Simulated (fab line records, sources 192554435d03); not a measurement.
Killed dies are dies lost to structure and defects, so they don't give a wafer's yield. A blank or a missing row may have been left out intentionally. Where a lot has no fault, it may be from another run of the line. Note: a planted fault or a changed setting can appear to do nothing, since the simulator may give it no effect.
2 desks looking at one fault :: flow n5 finfet :: numbers are kept per desk, each desk with only its own; the story behind them comes last

AT THE TOOL OWNER'S DESK: litho track-01
The tool's own readings at N5_BEOL_M13_COAT_65 (time 60 s, resist thk 350 nm): means of the sampled wafers that have a number, for each lot that ran on this tool. The brackets show how far a lot's mean lies from the usual mean; more than 4 standard deviations puts the lot out of limits, marked OUT.
Columns: A = heater power total W at N5_BEOL_M13_COAT_65, usual 500.3 W; B = plate temp C at N5_BEOL_M13_COAT_65, usual 249.98 C
lot: L689
first seen here: day 11 23:14
A: 500.7
B: 249.92

lot: L696
first seen here: day 12 23:50
A: 501.3
B: 249.90

lot: L694
first seen here: day 13 18:54
A: 499.0
B: 250.04

lot: L699
first seen here: day 13 19:41
A: 479.2 (-12) OUT
B: 241.15 (-52) OUT

lot: L698
first seen here: day 14 02:03
A: 479.7 (-11) OUT
B: 241.24 (-51) OUT
Finding of this desk: L698, L699 out of limits; the first was L699 at day 13 19:41, on heater power total W at N5_BEOL_M13_COAT_65. Within limits: L689, L696, L694.

THE METROLOGY DESK
What the gauges read for every lot (on any tool): the sampled wafers with a number, averaged. The brackets show how far a lot's mean lies from the usual mean; more than 4 standard deviations puts the lot out of limits, marked OUT.
Columns: A = M12_THK at N5_BEOL_M12_THK_MEAS_50, usual 324 nm
lot: L689
first seen here: day 11 21:34
A: 331

lot: L696
first seen here: day 12 22:11
A: 328

lot: L697
first seen here: day 13 07:05
A: 321

lot: L695
first seen here: day 13 17:04
A: 323

lot: L694
first seen here: day 13 17:21
A: 325

lot: L699
first seen here: day 13 18:13
A: 330

lot: L698
first seen here: day 14 00:37
A: 313

lot: L705
first seen here: day 14 21:24
A: 325

lot: L706
first seen here: day 16 02:21
A: 329

lot: L709
first seen here: day 16 12:49
A: 323

lot: L712
first seen here: day 17 11:20
A: 320
This desk's verdict: no lot among the 11 shows anything out of limits.

TAKEN TOGETHER
On L698, L699, at day 13 19:41, an alarm was possible from the tool owner's desk.
From the metrology desk's view, nothing was out of limits.
The metrology desk holds a record of L698, L699, inside its limits.
Of the lots named, all ran N5_BEOL_M13_COAT_65 on litho track-01.

WHAT HAD BEEN PUT IN BY THE SIMULATOR
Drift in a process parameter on litho track-01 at N5_BEOL_M13_COAT_65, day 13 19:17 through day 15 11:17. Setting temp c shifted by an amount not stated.
Shown lots that were struck: L698, L699.
Delay in hours, fault start to first out-of-limits reading, by desk: the tool owner's desk at 0.
